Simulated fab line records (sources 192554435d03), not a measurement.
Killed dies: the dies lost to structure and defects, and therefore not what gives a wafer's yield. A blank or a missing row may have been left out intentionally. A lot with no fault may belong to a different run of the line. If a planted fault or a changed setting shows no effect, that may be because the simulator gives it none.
Lot-split experiment | flow n5Finfet | on a route of 1938 steps: 7 lots, 21 wafers read

## ABOUT THE SPLIT
At N5_BEOL_M13_COAT_58 (time 60 s, resist thk 89 nm), the setting spinRpm was moved away from the recipe's 1500 rpm on 6 of the 21 wafers read, by -5.0% to +10.1%. The other wafers ran this setting at the recipe's value.

## FROM THE SPLIT TO THE READING: what the file shows between them, 3 steps
- N5_BEOL_M13_COAT_04: resist thk 400 nm
- N5_BEOL_M13_EBR_06
- N5_BEOL_M13_DESCUM_15: chemistry O2, time 7.9 s

## THE READING
etch.depthNm (the simulator's own value, which no gauge read), in nm, at N5_BEOL_M13_ETCH_59 (etches BARC in N2/H2, target depth 89 nm, overetch 26.7 nm, time 67.9 s). There is no usual value for it anywhere in the file. The 15 wafers here that ran the recipe average 89.14 nm, standard deviation 0.2 nm.

wafer  | tool, chamber at the split | spinRpm as run, rpm | against the recipe | etch.depthNm, nm | against lot-mates on the recipe
L075.2 | lithoTrack-04, 0           | 1599                | +6.6%              | 85.98            | -2.95
L075.3 | lithoTrack-04, 0           | 1599                | +6.6%              | 85.91            | -3.02
L075.5 | lithoTrack-04, 0           | 1500                | recipe             | 88.93            | -
L076.2 | lithoTrack-04, 0           | 1425                | -5.0%              | 90.63            | +1.92
L076.3 | lithoTrack-04, 0           | 1425                | -5.0%              | 90.95            | +2.24
L076.6 | lithoTrack-04, 0           | 1500                | recipe             | 88.71            | -
L080.2 | lithoTrack-01, 0           | 1651                | +10.1%             | 84.99            | -4.23
L080.3 | lithoTrack-01, 0           | 1500                | recipe             | 89.14            | -
L080.5 | lithoTrack-01, 0           | 1500                | recipe             | 89.3             | -
L082.3 | lithoTrack-04, 0           | 1500                | recipe             | 89.47            | -
L082.4 | lithoTrack-04, 0           | 1500                | recipe             | 89.31            | -
L082.6 | lithoTrack-04, 0           | 1500                | recipe             | 89.49            | -
L086.1 | lithoTrack-02, 0           | 1446                | -3.6%              | 90.61            | +1.50
L086.4 | lithoTrack-02, 0           | 1500                | recipe             | 89.15            | -
L086.5 | lithoTrack-02, 0           | 1500                | recipe             | 89.06            | -
L085.2 | lithoTrack-04, 0           | 1500                | recipe             | 89.27            | -
L085.3 | lithoTrack-04, 0           | 1500                | recipe             | 89.01            | -
L085.4 | lithoTrack-04, 0           | 1500                | recipe             | 89.15            | -
L096.1 | lithoTrack-02, 0           | 1500                | recipe             | 88.98            | -
L096.4 | lithoTrack-02, 0           | 1500                | recipe             | 88.92            | -
L096.6 | lithoTrack-02, 0           | 1500                | recipe             | 89.14            | -

FIT RESULTS
A straight line over all 21 wafers: etch.depthNm changes by -0.417 nm for each +1% of spinRpm; r = -0.99; the points scatter about the line by 0.26 nm.
The same after taking each lot's own level away (the mean of its wafers on the recipe; 21 wafers): -0.43 nm for each +1%; r = -1.00; scatter 0.1 nm.
That fit puts the effect of the largest move of spinRpm on the reading at 4.3 nm.
The lots' own levels span 88.710 to 89.423 nm, that is 3.5 times the standard deviation above.
So the lot-to-lot level changes the slope little: the two slopes agree.
Check: for one of the wafers moved furthest among these (+10.1%), held out of the fit, the line's prediction against its lot-mates is -4.43 nm. Against them it came out at -4.23 nm.

## ADDITIONAL SPLITS CARRIED BY THESE WAFERS
Before the reading, these wafers also passed through other splits. Each is held against what the fit with the lots' levels taken away leaves over:
other split on the same wafers   | wafers away from the commonest value | r with etch.depthNm (lot level and that fit taken away)
N5_BEOL_M9_ETCH_62 timeS         | 4                                    | +0.01
N5_BEOL_M9_COAT_64 spinRpm       | 6                                    | -0.08
N5_BEOL_M10_TRENCH_ETCH_37 biasW | 7                                    | +0.18
N5_BEOL_M10_ETCH_41 sourceW      | 9                                    | +0.05

## THE WHOLE CHAIN: every reading that the file lists as answering this split, in the file's order
step                 | what it does                                                            | reading                                                                         | change (the file's fit)               | r (the file's)
N5_BEOL_M13_COAT_58  | time 60 s, resist thk 89 nm                                             | BARC_of_BEOL_M13_COAT_58.thkNm (the simulator's own value, which no gauge read) | -0.424 nm for each +1% of the setting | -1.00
N5_BEOL_M13_ETCH_59  | etches BARC in N2/H2, target depth 89 nm, overetch 26.7 nm, time 67.9 s | etch.depthNm (the simulator's own value, which no gauge read)                   | -0.427 nm for each +1% of the setting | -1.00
N5_BEOL_M13_STRIP_64 | strips in N2/H2                                                         | stripTimeToEndpointS                                                            | withheld for each +1% of the setting  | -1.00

## FILE'S OWN FIT
etch.depthNm changes by -0.427 nm for each +1% of spinRpm, r = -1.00.
